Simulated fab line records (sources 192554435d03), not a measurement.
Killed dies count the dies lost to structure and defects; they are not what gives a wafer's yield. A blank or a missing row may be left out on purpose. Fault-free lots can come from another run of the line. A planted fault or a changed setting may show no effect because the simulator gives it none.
fab line records	flow n5Finfet
record lots=7	wafers=39
route steps=1938 shown FIN_SAQP@125 SD_EPI_N@288 MOL_CONTACT_COAG@542 BEOL_M1@751 BEOL_M5@1174
startH: start of the lot's first displayed wafer, in hours after the record's first day	waitH: time in hours since the lot's previous step	" unchanged from the row above	L1.1+2: a single row standing in for several wafers	- no value present, or no start provided	* or withheld: withheld	< > ~ a bound
route shown NAME@n: names a module that has steps shown in the file, with the first one's number in the route	usual: mean and standard deviation over wafers with no fault	same: alike in all rows	chamber/n: place in a boat	sites: each site's reading	_std_site: the standard deviation of these	_edge_site: outer sites' mean less inner sites'	radiusMm: how far each site lies from the wafer's centre	mask NAME#n: copy n	behind: tool/chamber where the wafer was last shaped	hold: the reason the lot was held/the length of the hold in hours/how it ended	device: names the non-switching transistor (n, p or np)	end of line: the tests these same wafers got at the end of their route	a step given without rows: its recipe and nothing more	killed: not the wafer's yield, but the dies lost to structure and defects at the first sort	map: a wafer's dies, x killed, . not, _ none there
set.NAME: the setting as run; set.NAME@STEP: as run at that earlier step	model.NAME: the simulator's own value behind a step, which no gauge read
one table per step and one row per wafer, for lots whose settings were changed on purpose
## steps
# step N5_FIN_SAQP_SPACER1_ALD_24
# recipe material=SiO2	targetThkA=203	tempC=300	aldPrecursorFamily=BDEAS	aldCoReactant=O2-plasma	pulseTimeS=1	purgeTimeS=2	coReactantPurgeTimeS=2	aldCycles=218	pressureTorr=2
lot.wafer	tool	chamber	startH	waitH	set.aldCycles	model.SiO2_of_FIN_SAQP_SPACER1_ALD_24.thkNm
L076.1+3+4	aldSin-04	1,3,0	41.60	0.3	218	20.4
L080.1+4	aldSin-01	0,1	58.99	0.3	218	20.2
L080.2	"	2	"	"	218	20
L080.3+6	"	3,1	"	"	309	28.8
L080.5	"	2	"	"	309	28.6
L082.1+2	aldSin-04	3,2	70.95	0.3	218	20.2
L082.3	"	1	"	"	218	20.4
L082.4+6	"	0,1	"	"	305	28.4
L082.5	"	2	"	"	305	28.2
L083.1+3+6	aldSin-03	1,2,1	77.31	0.3	270	25.2
L083.2+5	"	0	"	"	218	20.4
L083.4	"	3	"	"	218	20.2
L087.1+5	aldSin-03	0,1	104.01	0.3	218	20.2
L087.2+3+4+6	"	2,1,3,2	"	"	218	20.4
L090.1+2+4	aldSin-03	3,0,2	119.99	0.3	218	20.2
L090.3	"	1	"	"	328	30.6
L090.5+6	"	1,2	"	"	328	30.4
L092.1+4	aldSin-01	3,0	130.68	0.3	218	20.2
L092.2	"	1	"	"	218	20.4
L092.3+5+6	"	2,0,3	"	"	178	16.4
# step N5_FIN_SAQP_SPACER1_ETCHBACK_25
# recipe chemistry=CHF3/O2	mode=anisotropicEtchback	target=SiO2	targetDepthA=244	timeS=12.2	pressureMtorr=30	sourceW=650	biasW=170	Ar_flow_sccm=200	CHF3_flow_sccm=50	O2_flow_sccm=5	ionEnergyEv=200
# step N5_FIN_SAQP_MANDREL1_REMOVE_56
# recipe chemistry=HBr/Cl2/O2	btTimeS=10	target=a-Si	stopOn=SiNx	endpoint=OES-SiCl	overEtchFrac=1	icpW=600	biasW=22	HBr_flow_sccm=150	Cl2_flow_sccm=80	O2_flow_sccm=5	pressureMtorr=10
lot.wafer	tool	chamber	startH	waitH	set.aldCycles@FIN_SAQP_SPACER1_ALD_24	model.FIN_SAQP.cdNm
L076.1+4	rieSi-02	1,0	42.43	0.1	218	20.4
L076.3	"	3	"	"	218	20.6
L080.1+2	rieSi-02	0,2	59.81	0.1	218	20.2
L080.3+6	"	1	"	"	309	28.8
L080.4	"	3	"	"	218	20.4
L080.5	"	2	"	"	309	28.6
L082.1+2	rieSi-02	3,1	71.76	0.1	218	20.2
L082.3	"	2	"	"	218	20.4
L082.4+5+6	"	3,1,2	"	"	305	28.4
L083.1+3+6	rieSi-04	3,0,2	78.12	0.1	270	25.2
L083.2+5	"	2,0	"	"	218	20.2
L083.4	"	3	"	"	218	20.4
L087.1+5+6	rieSi-05	1,2,1	104.82	0.1	218	20.2
L087.2+3+4	"	2,3,0	"	"	218	20.4
L090.1+2+4	rieSi-02	3,1,0	120.80	0.1	218	20.4
L090.3	"	2	"	"	328	30.8
L090.5+6	"	1,0	"	"	328	30.6
L092.1+4	rieSi-05	0,2	131.49	0.1	218	20.2
L092.2	"	3	"	"	218	20.4
L092.3+5+6	"	1,1,2	"	"	178	16.4
# step N5_FIN_SAQP_CD_MEAS_27
# recipe targetCdNm=20	landingEnergyEv=1000	detector=seInlens	polarity=line
# usual cdNm=20.37/0.29
lot.wafer	tool	chamber	startH	waitH	set.aldCycles@FIN_SAQP_SPACER1_ALD_24	cdNm
L076.1	cdSem-02	0	42.54	0.1	218	20.65
L076.3	"	0	"	"	218	20.54
L076.4	"	0	"	"	218	21.12
L080.1	cdSem-01	0	59.92	0.1	218	20.20
L080.2	"	0	"	"	218	20.13
L080.3	"	0	"	"	309	28.87
L080.4	"	0	"	"	218	20.86
L080.5	"	0	"	"	309	28.67
L080.6	"	0	"	"	309	28.99
L082.1	cdSem-01	0	71.87	0.1	218	20.11
L082.2	"	0	"	"	218	21.01
L082.3	"	0	"	"	218	20.60
L082.4	"	0	"	"	305	28.54
L082.5	"	0	"	"	305	28.62
L082.6	"	0	"	"	305	28.45
L083.1	cdSem-02	0	78.23	0.1	270	24.92
L083.2	"	0	"	"	218	20.19
L083.3	"	0	"	"	270	25.33
L083.4	"	0	"	"	218	20.32
L083.5	"	0	"	"	218	20.50
L083.6	"	0	"	"	270	25.47
L087.1	cdSem-02	0	104.93	0.1	218	20.15
L087.2	"	0	"	"	218	20.52
L087.3	"	0	"	"	218	21.05
L087.4	"	0	"	"	218	20.03
L087.5	"	0	"	"	218	19.93
L087.6	"	0	"	"	218	20.12
L090.1	cdSem-03	0	120.91	0.1	218	20.46
L090.2	"	0	"	"	218	20.48
L090.3	"	0	"	"	328	30.67
L090.4	"	0	"	"	218	20.26
L090.5	"	0	"	"	328	30.81
L090.6	"	0	"	"	328	31.08
L092.1	cdSem-03	0	131.60	0.1	218	19.93
L092.2	"	0	"	"	218	20.17
L092.3	"	0	"	"	178	16.30
L092.4	"	0	"	"	218	20.05
L092.5	"	0	"	"	178	16.16
L092.6	"	0	"	"	178	16.61
# step N5_SD_EPI_N_EPI_21
# recipe material=Si:P	dopant=P	tempC=680	pressureTorr=255	timeS=690
lot.wafer	tool	chamber	startH	waitH	set.timeS	model.Si-P_of_SD_EPI_N_EPI_21.thkNm
L076.1	epiRpcvd-03	0	68.47	0.2	690	58.4
L076.3	"	0	"	"	690	59
L076.4	"	0	"	"	690	59.2
L080.1	epiRpcvd-01	0	85.11	0.1	690	59.8
L080.2	"	0	"	"	690	59.6
L080.3	"	0	"	"	690	58.8
L080.4+5	"	0	"	"	389.5	36.2
L080.6	"	0	"	"	389.5	36.4
L082.1	epiRpcvd-02	0	99.27	0.1	929.5	72
L082.2+5	"	0	"	"	690	58.2
L082.3	"	0	"	"	929.5	71.8
L082.4	"	0	"	"	690	57.8
L082.6	"	0	"	"	929.5	73
L083.1	epiRpcvd-01	0	104.50	0.1	989.4	75.8
L083.2	"	0	"	"	690	57.6
L083.3	"	0	"	"	690	58.6
L083.4	"	0	"	"	989.4	76.6
L083.5	"	0	"	"	989.4	75.6
L083.6	"	0	"	"	690	58.8
L087.1+4	epiRpcvd-02	0	130.25	0.1	829.3	67.6
L087.2+5	"	0	"	"	690	59.6
L087.3	"	0	"	"	690	59.4
L087.6	"	0	"	"	829.3	68.2
L090.1+2	epiRpcvd-01	0	146.99	0.2	1027	78.6
L090.3	"	0	"	"	690	59.2
L090.4	"	0	"	"	690	59
L090.5	"	0	"	"	690	58.6
L090.6	"	0	"	"	1027	78.2
L092.1	epiRpcvd-02	0	157.05	0.1	939.2	73.4
L092.2	"	0	"	"	690	58.6
L092.3	"	0	"	"	690	59
L092.4+5	"	0	"	"	939.2	73.8
L092.6	"	0	"	"	690	59.2
# step N5_SD_EPI_N_EPI_MEAS_23
# recipe mode=xrd
# usual thkNm=58.8/1.2
lot.wafer	tool	chamber	startH	waitH	set.timeS@SD_EPI_N_EPI_21	thkNm
L076.1	filmMetro-01	-	70.75	1.9	690	58.2
L076.3	"	-	"	"	690	60.3
L076.4	"	-	"	"	690	58.3
L080.1	filmMetro-01	-	86.83	1.4	690	60.6
L080.2	"	-	"	"	690	59.1
L080.3	"	-	"	"	690	59.0
L080.4	"	-	"	"	389.5	36.1
L080.5	"	-	"	"	389.5	35.3
L080.6	"	-	"	"	389.5	35.2
L082.1	filmMetro-01	-	100.99	1.4	929.5	70.8
L082.2	"	-	"	"	690	56.8
L082.3	"	-	"	"	929.5	71.5
L082.4	"	-	"	"	690	58.8
L082.5	"	-	"	"	690	58.7
L082.6	"	-	"	"	929.5	72.0
L083.1	filmMetro-01	-	106.22	1.4	989.4	75.1
L083.2	"	-	"	"	690	56.4
L083.3	"	-	"	"	690	58.2
L083.4	"	-	"	"	989.4	78.5
L083.5	"	-	"	"	989.4	75.7
L083.6	"	-	"	"	690	59.9
L087.1	filmMetro-01	-	131.97	1.4	829.3	66.8
L087.2	"	-	"	"	690	59.2
L087.3	"	-	"	"	690	58.6
L087.4	"	-	"	"	829.3	67.0
L087.5	"	-	"	"	690	59.4
L087.6	"	-	"	"	829.3	69.0
L090.1	filmMetro-02	-	149.26	1.9	1027	78.9
L090.2	"	-	"	"	1027	79.0
L090.3	"	-	"	"	690	60.8
L090.4	"	-	"	"	690	60.1
L090.5	"	-	"	"	690	56.6
L090.6	"	-	"	"	1027	78.0
L092.1	filmMetro-01	-	158.77	1.4	939.2	73.8
L092.2	"	-	"	"	690	58.3
L092.3	"	-	"	"	690	60.1
L092.4	"	-	"	"	939.2	72.8
L092.5	"	-	"	"	939.2	73.2
L092.6	"	-	"	"	690	57.4
# step N5_MOL_CONTACT_COAG_PRECLEAN_111
# recipe chemistry=NF3:NH3	afsCycles=1	tempC=30	timeS=20	sublimationTempC=180	sublimationTimeS=60	pressureTorr=3	rfPowerW=30
lot.wafer	tool	chamber	startH	waitH	set.timeS	model.SiNx_of_SPACER0_ALD_07.thkNm
L076.1+3+4	remotePlasma-02	1	106.93	0.6	20	1
L080.1+2+3+4+5+6	remotePlasma-01	1	125.12	0.9	20	1.2
L082.1+5	remotePlasma-01	1	138.01	1.6	20	1
L082.2+4+6	"	1	"	"	25.75	0.8
L082.3	"	1	"	"	20	1.2
L083.1+5	remotePlasma-02	0	142.11	0.2	20	1.2
L083.2+4+6	"	0	"	"	26.89	0.8
L083.3	"	0	"	"	20	1
L087.1+2+6	remotePlasma-01	1	168.43	0.9	27.09	0.8
L087.3+4+5	"	1	"	"	20	1
L090.1+2+3+5+6	remotePlasma-01	0	184.56	1.0	20	1
L090.4	"	0	"	"	20	1.2
L092.1+6	remotePlasma-01	1	193.85	0.2	31.35	0.8
L092.2+3+4	"	1	"	"	20	1.2
L092.5	"	1	"	"	31.35	0.6
# step N5_MOL_CONTACT_COAG_TI_SIL_19
# recipe material=Ti	targetThkA=42	tempC=200	chamberPressurePa=5	powerW=5000	timeS=15
# step N5_MOL_CONTACT_COAG_ALD_20
# recipe material=TiN	targetThkA=15	tempC=400	aldPrecursorFamily=TiCl4	aldCoReactant=NH3	pulseTimeS=1	purgeTimeS=3	coReactantPurgeTimeS=2	coReactantPulseTimeS=2	aldCycles=68	pressureTorr=3
# step N5_MOL_CONTACT_COAG_ALD_27
# recipe material=SiOC	targetThkA=170	tempC=400	aldPrecursorFamily=carbosiloxane	aldCoReactant=H2-plasma	pulseTimeS=1.5	timeS=2720	purgeTimeS=2	coReactantPurgeTimeS=2	aldCycles=340	pressureTorr=2
# step N5_MOL_CONTACT_COAG_CMP_28
# recipe stopOn=SiNx	tOverpolishS=0.85	postCmpClean=alkalineBrush	downForcePsi=4.15	platenRpm=51.8	padVelocityMS=1.0307	targetThkNm=14.522
# step N5_MOL_CONTACT_COAG_THK_MEAS_29
# recipe reads=SiNx_of_GATE_CUT_PECVD_57+SiNx_of_GATE_CUT_SAC_CAP_01
# usual MD_CAP_THK=17.93/0.09
lot.wafer	tool	chamber	startH	waitH	set.timeS@MOL_CONTACT_COAG_PRECLEAN_111	MD_CAP_THK[nm]
L076.1	filmMetro-02	-	114.51	-	20	17.89
L076.3	"	-	"	"	20	17.90
L076.4	"	-	"	"	20	17.72
L080.1	filmMetro-02	-	133.72	-	20	17.94
L080.2	"	-	"	"	20	17.96
L080.3	"	-	"	"	20	18.05
L080.4	"	-	"	"	20	17.95
L080.5	"	-	"	"	20	17.91
L080.6	"	-	"	"	20	17.82
L082.1	filmMetro-01	-	145.66	-	20	17.95
L082.2	"	-	"	"	25.75	17.65
L082.3	"	-	"	"	20	17.98
L082.4	"	-	"	"	25.75	17.86
L082.5	"	-	"	"	20	18.01
L082.6	"	-	"	"	25.75	17.78
L083.1	filmMetro-01	-	151.85	-	20	17.94
L083.2	"	-	"	"	26.89	17.72
L083.3	"	-	"	"	20	17.90
L083.4	"	-	"	"	26.89	17.71
L083.5	"	-	"	"	20	17.99
L083.6	"	-	"	"	26.89	17.70
L087.1	filmMetro-01	-	175.86	-	27.09	17.77
L087.2	"	-	"	"	27.09	17.67
L087.3	"	-	"	"	20	17.93
L087.4	"	-	"	"	20	17.90
L087.5	"	-	"	"	20	17.94
L087.6	"	-	"	"	27.09	17.63
L090.1	filmMetro-01	-	192.89	-	20	17.90
L090.2	"	-	"	"	20	17.90
L090.3	"	-	"	"	20	17.95
L090.4	"	-	"	"	20	17.94
L090.5	"	-	"	"	20	18.05
L090.6	"	-	"	"	20	18.08
L092.1	filmMetro-02	-	201.76	-	31.35	17.63
L092.2	"	-	"	"	20	17.93
L092.3	"	-	"	"	20	17.95
L092.4	"	-	"	"	20	18.05
L092.5	"	-	"	"	31.35	17.68
L092.6	"	-	"	"	31.35	17.56
# step N5_MOL_CONTACT_COAG_ALD_123
# recipe material=SiNx	targetThkA=50	tempC=400	aldPrecursorFamily=SiH2I2	aldCoReactant=N2/H2-plasma	pulseTimeS=1	purgeTimeS=2	coReactantPurgeTimeS=2	aldCycles=100	pressureTorr=2
# step N5_MOL_CONTACT_COAG_PECVD_31
# recipe material=SiO2	targetThkA=460	tempC=400	precursor=TEOS/O2	pressureTorr=6.5	rfW=withheld	teosFlowSccm=withheld	gas=O2	flowSccm=2650	timeS=8.9
# step N5_MOL_CONTACT_COAG_VIA_ETCH_46
# recipe chemistry=C4F6/O2	targetDepthA=460	overetchA=92	maskMaterial=SOC	target=SiO2	biasW=455	pressureMtorr=10	timeS=40	sourceW=325	Ar_flow_sccm=300	C4F6_flow_sccm=10	O2_flow_sccm=10	ionEnergyEv=575.3	ends=endPoint
# step N5_MOL_CONTACT_COAG_STRIP_96
# recipe chemistry=N2/H2	powerW=500	tempC=40	pressureMtorr=50	rfFrequencyHz=6e+07	overashFraction=0.3	biasPowerW=28	h2Frac=0.5	n2FlowSccm=300	h2FlowSccm=300
# step N5_MOL_CONTACT_COAG_ETCH_47
# recipe chemistry=CH3F/O2	target=SiNx	targetDepthA=270	maskMaterial=SiO2	stopOn=W	overEtchFrac=0.2	ionEnergyEv=120	endpoint=OES-CN	pressureMtorr=30	sourceW=395	biasW=73	Ar_flow_sccm=150	CH3F_flow_sccm=30	O2_flow_sccm=20	ends=endPoint
lot.wafer	tool	chamber	startH	waitH	set.timeS@MOL_CONTACT_COAG_PRECLEAN_111	model.etch.depthNm
L076.1	rieDiel-01	2	116.45	0.0	20	17.82
L076.3	"	0	"	"	20	17.9
L076.4	"	3	"	"	20	17.71
L080.1	rieDiel-02	2	135.61	0.0	20	17.91
L080.2	"	0	"	"	20	17.95
L080.3	"	3	"	"	20	18.01
L080.4	"	1	"	"	20	17.94
L080.5	"	0	"	"	20	17.9
L080.6	"	1	"	"	20	17.85
L082.1	rieDiel-01	2	148.09	0.0	20	17.97
L082.2	"	0	"	"	25.75	17.67
L082.3	"	1	"	"	20	17.96
L082.4	"	3	"	"	25.75	17.9
L082.5	"	1	"	"	20	17.94
L082.6	"	2	"	"	25.75	17.76
L083.1	rieDiel-02	2	153.55	0.0	20	17.89
L083.2	"	0	"	"	26.89	17.76
L083.3	"	3	"	"	20	17.92
L083.4	"	1	"	"	26.89	17.78
L083.5	"	3	"	"	20	18.03
L083.6	"	2	"	"	26.89	17.71
L087.1	rieDiel-02	2	177.65	0.0	27.09	17.81
L087.2	"	0	"	"	27.09	17.68
L087.3	"	1	"	"	20	17.93
L087.4	"	3	"	"	20	17.87
L087.5	"	1	"	"	20	17.9
L087.6	"	0	"	"	27.09	17.63
L090.1+2	rieDiel-06	2,1	194.87	0.0	20	17.91
L090.3	"	0	"	"	20	17.99
L090.4	"	3	"	"	20	17.92
L090.5+6	"	2,1	"	"	20	18.03
L092.1	rieDiel-01	3	204.37	0.0	31.35	17.61
L092.2	"	1	"	"	20	17.97
L092.3	"	0	"	"	20	17.92
L092.4	"	2	"	"	20	18.05
L092.5	"	2	"	"	31.35	17.68
L092.6	"	1	"	"	31.35	17.52
# step N5_BEOL_M1_ILD_DEP_00
# recipe material=SiOC	targetThkA=790	tempC=350	precursor=DEMS/O2	pressureTorr=5	rfW=500	timeS=15.3
lot.wafer	tool	chamber	startH	waitH	set.targetThkA	model.SiOC_of_BEOL_M1_ILD_DEP_00.thkNm
L076.1	pecvd-04	1	136.94	0.0	790	78.2
L076.3	"	0	"	"	790	78.8
L076.4	"	1	"	"	790	79.4
L080.1	pecvd-02	1	155.44	0.0	982.4	97.2
L080.2	"	0	"	"	790	77
L080.3	"	2	"	"	982.4	97.6
L080.4	"	0	"	"	790	78.2
L080.5	"	2	"	"	790	79
L080.6	"	1	"	"	982.4	97.8
L082.1	pecvd-02	2	166.81	0.0	790	79
L082.2	"	1	"	"	1035	103.4
L082.3	"	0	"	"	1035	102.4
L082.4	"	0	"	"	790	79.4
L082.5	"	1	"	"	790	79.6
L082.6	"	2	"	"	1035	104.4
L083.1	pecvd-02	2	174.18	0.0	1256	125.8
L083.2	"	1	"	"	1256	126.2
L083.3	"	0	"	"	1256	124.4
L083.4	"	2	"	"	790	79.8
L083.5	"	0	"	"	790	79.2
L083.6	"	1	"	"	790	80.6
L087.1	pecvd-02	2	199.44	0.0	790	79.4
L087.2	"	1	"	"	790	79.2
L087.3	"	1	"	"	790	80
L087.4	"	2	"	"	790	79.6
L087.5+6	"	1,2	"	"	790	80.4
L090.1	pecvd-02	1	215.38	0.0	928.7	92.6
L090.2	"	2	"	"	790	78.2
L090.3	"	0	"	"	928.7	92.4
L090.4	"	0	"	"	790	78.4
L090.5	"	2	"	"	928.7	92.8
L090.6	"	1	"	"	790	79
L092.1	pecvd-04	0	226.17	0.0	510.2	52.8
L092.2	"	1	"	"	790	79.4
L092.3	"	1	"	"	790	80.4
L092.4	"	0	"	"	510.2	53.2
L092.5	"	0	"	"	790	81.2
L092.6	"	1	"	"	510.2	52.6
# step N5_BEOL_M1_THK_MEAS_01
# recipe reads=SiOC_of_BEOL_M1_ILD_DEP_00
# usual M1_ILD_THK=79.1/1
lot.wafer	tool	chamber	startH	waitH	set.targetThkA@BEOL_M1_ILD_DEP_00	M1_ILD_THK[nm]
L076.1	filmMetro-02	-	137.01	0.0	790	78.1
L076.3	"	-	"	"	790	78.9
L076.4	"	-	"	"	790	79.5
L080.1	filmMetro-02	-	155.51	0.0	982.4	97.1
L080.2	"	-	"	"	790	77.1
L080.3	"	-	"	"	982.4	97.5
L080.4	"	-	"	"	790	78.1
L080.5	"	-	"	"	790	79.0
L080.6	"	-	"	"	982.4	97.9
L082.1	filmMetro-01	-	166.87	0.0	790	79.0
L082.2	"	-	"	"	1035	103.5
L082.3	"	-	"	"	1035	102.6
L082.4	"	-	"	"	790	79.4
L082.5	"	-	"	"	790	79.8
L082.6	"	-	"	"	1035	104.5
L083.1	filmMetro-02	-	174.25	0.0	1256	125.8
L083.2	"	-	"	"	1256	126.2
L083.3	"	-	"	"	1256	124.5
L083.4	"	-	"	"	790	79.9
L083.5	"	-	"	"	790	79.1
L083.6	"	-	"	"	790	80.7
L087.1	filmMetro-01	-	199.53	0.1	790	79.4
L087.2	"	-	"	"	790	79.1
L087.3	"	-	"	"	790	80.0
L087.4	"	-	"	"	790	79.6
L087.5	"	-	"	"	790	80.4
L087.6	"	-	"	"	790	80.4
L090.1	filmMetro-01	-	215.44	0.0	928.7	92.6
L090.2	"	-	"	"	790	78.2
L090.3	"	-	"	"	928.7	92.4
L090.4	"	-	"	"	790	78.5
L090.5	"	-	"	"	928.7	92.7
L090.6	"	-	"	"	790	78.9
L092.1	filmMetro-01	-	226.25	0.1	510.2	52.8
L092.2	"	-	"	"	790	79.4
L092.3	"	-	"	"	790	80.4
L092.4	"	-	"	"	510.2	53.1
L092.5	"	-	"	"	790	81.1
L092.6	"	-	"	"	510.2	52.7
# step N5_BEOL_M5_CVD_47
# recipe material=Co	targetThkA=30	tempC=withheld	precursor=CCTBA/H2	pressureTorr=30	timeS=216
lot.wafer	tool	chamber	startH	waitH	set.targetThkA	model.Co_of_BEOL_M5_CVD_47.thkNm
L076.1+3+4	cvdCo-02	1,0,1	198.46	0.1	30	3
L080.1	cvdCo-02	1	210.64	0.1	38.95	4
L080.2+5	"	2,1	"	"	38.95	3.8
L080.3+4	"	0	"	"	30	3
L080.6	"	2	"	"	30	3.2
L082.1	cvdCo-02	0	222.35	0.0	18.38	2
L082.2+4	"	1,0	"	"	18.38	1.8
L082.3+5	"	2	"	"	30	3
L082.6	"	1	"	"	30	2.8
L083.1	cvdCo-02	0	232.53	0.1	30	3.2
L083.2+5+6	"	2,2,0	"	"	17.25	1.8
L083.3+4	"	1	"	"	30	2.8
L087.1+2	cvdCo-02	0,2	261.77	0.1	24.8	2.6
L087.3+5+6	"	1,2,0	"	"	30	3
L087.4	"	1	"	"	24.8	2.4
L092.1	cvdCo-02	0	279.04	0.1	30	3
L092.2	"	1	"	"	30	2.8
L092.3+5	"	2	"	"	45.15	4.6
L092.4	"	1	"	"	45.15	4.4
L092.6	"	0	"	"	30	3.2
L090.1+5	cvdCo-02	1	279.23	0.0	30	2.8
L090.2	"	0	"	"	30	3.2
L090.3+4+6	"	2,2,0	"	"	40.98	4.2
## key
split step=N5_FIN_SAQP_SPACER1_ALD_24	setting=aldCycles	stated=218	by=wafer
response step=N5_FIN_SAQP_SPACER1_ALD_24	reading=model.SiO2_of_FIN_SAQP_SPACER1_ALD_24.thkNm	change=+0.204	per=1%	r=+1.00
response step=N5_FIN_SAQP_MANDREL1_REMOVE_56	reading=model.FIN_SAQP.cdNm	change=+0.204	per=1%	r=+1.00
response step=N5_FIN_SAQP_CD_MEAS_27	reading=cdNm	change=+0.204	per=1%	r=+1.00
split step=N5_SD_EPI_N_EPI_21	setting=timeS	stated=690	by=wafer
response step=N5_SD_EPI_N_EPI_21	reading=model.Si-P_of_SD_EPI_N_EPI_21.thkNm	change=+0.432	per=1%	r=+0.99
response step=N5_SD_EPI_N_EPI_MEAS_23	reading=thkNm	change=*	per=1%	r=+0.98
split step=N5_MOL_CONTACT_COAG_PRECLEAN_111	setting=timeS	stated=20	by=wafer
response step=N5_MOL_CONTACT_COAG_PRECLEAN_111	reading=model.SiNx_of_SPACER0_ALD_07.thkNm	change=-0.00812	per=1%	r=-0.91
response step=N5_MOL_CONTACT_COAG_THK_MEAS_29	reading=MD_CAP_THK	change=-0.00651	per=1%	r=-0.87
response step=N5_MOL_CONTACT_COAG_ETCH_47	reading=model.etch.depthNm	change=-0.00618	per=1%	r=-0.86
split step=N5_BEOL_M1_ILD_DEP_00	setting=targetThkA	stated=790	by=wafer
response step=N5_BEOL_M1_ILD_DEP_00	reading=model.SiOC_of_BEOL_M1_ILD_DEP_00.thkNm	change=+0.778	per=1%	r=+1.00
response step=N5_BEOL_M1_THK_MEAS_01	reading=M1_ILD_THK	change=+0.778	per=1%	r=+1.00
split step=N5_BEOL_M5_CVD_47	setting=targetThkA	stated=30	by=wafer
response step=N5_BEOL_M5_CVD_47	reading=model.Co_of_BEOL_M5_CVD_47.thkNm	change=+0.0292	per=1%	r=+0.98
